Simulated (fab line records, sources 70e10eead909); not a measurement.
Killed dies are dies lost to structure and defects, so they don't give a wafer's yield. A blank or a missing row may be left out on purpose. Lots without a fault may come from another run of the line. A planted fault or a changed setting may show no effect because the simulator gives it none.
Problem report in the 8D (eight disciplines) form, filled by code | flow nand_harc | the parts of the form that need people (team, actions taken, sign-off) are left out

1. THE PROBLEM
oes_product_au at NHARC_A_WL_FILL_ETCHBACK_17 reads a mean of 1.207 a.u. on 4 wafers of 2 lots; wafers without a fault read 1.001 a.u. with a standard deviation of 0.0071. That is +29 standard deviations from the usual mean.
The step: etches the open film in Cl2/BCl3, target depth 4 nm, time 26.7 s.
First seen on wafer L452.1, day 25 22:05, on rie_metal-03. The record holds 36 wafers of 12 lots with a number at this step. Rule for "out", or "out of limits": more than 4 standard deviations from the usual mean. The other wafers with a number count as sound.

2. WHAT IT IS AND WHAT IT IS NOT
question                    | is                             | is not
which readings at this step | oes_product_au                 | chamber_pressure_mTorr
which lots                  | L452, L455                     | L441, L443, L445, L447, L450, L453, L461, L462, L463, L464
which wafers of those lots  | L452.1, L452.3, L452.5, L455.3 | L455.4, L455.6
read on which tools         | rie_metal-03                   | rie_metal-01
when                        | from day 25 22:05              | up to then (18 sound wafers); but 14 sound wafers of L455, L461, L462, L463, L464 came after

3. SUSPECTS, AND WHAT RULES EACH OUT
Counting: a tool at a process step up to the reading stays a suspect if it ran every lot that is out. Sound lots after the first of them don't rule it out here, since some wafers of a struck lot are sound.
- har_etch-02 at NHARC_A_SLIT_ETCH_26 (etches the open film in C4F8/O2/Ar, time 90 s, target depth 400 nm): kept. It ran every lot that is out, first L452 (day 25 00:52); its last sound lot up to then is L453 (day 24 21:02).
- rie_metal-03 at NHARC_A_WL_FILL_ETCHBACK_17 (etches the open film in Cl2/BCl3, target depth 4 nm, time 26.7 s): kept. It ran every lot that is out, first L452 (day 25 22:05); its last sound lot up to then is L453 (day 25 17:02). Its own readings are out on those wafers: oes_product_au.
Left after counting: har_etch-02 at NHARC_A_SLIT_ETCH_26, rie_metal-03 at NHARC_A_WL_FILL_ETCHBACK_17.

4. THE CAUSE (what the simulator had put in)
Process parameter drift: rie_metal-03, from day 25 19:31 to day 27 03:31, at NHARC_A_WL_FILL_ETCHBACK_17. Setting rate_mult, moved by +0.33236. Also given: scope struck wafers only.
Counting left 2 suspects, and this tool is among them.

5. THE CHAIN OF EFFECTS, in route order
Each row: a reading whose mean over the struck wafers that have a number lies more than 3 standard deviations from the usual. Only readings for which the record gives a usual standard deviation are gone through. hours: the time from each lot's start at the first step in this table that gives one to its start at this step, as a median over the lots. sigmas: the change in usual standard deviations.
hours | step                        | reading        | usual      | on struck wafers | change | sigmas
0     | NHARC_A_WL_FILL_ETCHBACK_17 | oes_product_au | 1.001 a.u. | 1.207            | +0.206 | +29
The process steps in it:
- NHARC_A_WL_FILL_ETCHBACK_17: etches the open film in Cl2/BCl3, target depth 4 nm, time 26.7 s.
Later measuring or inspecting steps at which every struck wafer that the step has a row for has a number for every such reading, and none has moved that far: NHARC_END_SORT_01.

6. WHAT WOULD HAVE CAUGHT IT SOONER
In this record the first reading out of limits was taken at day 25 22:05, 3 hours after the fault began at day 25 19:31.
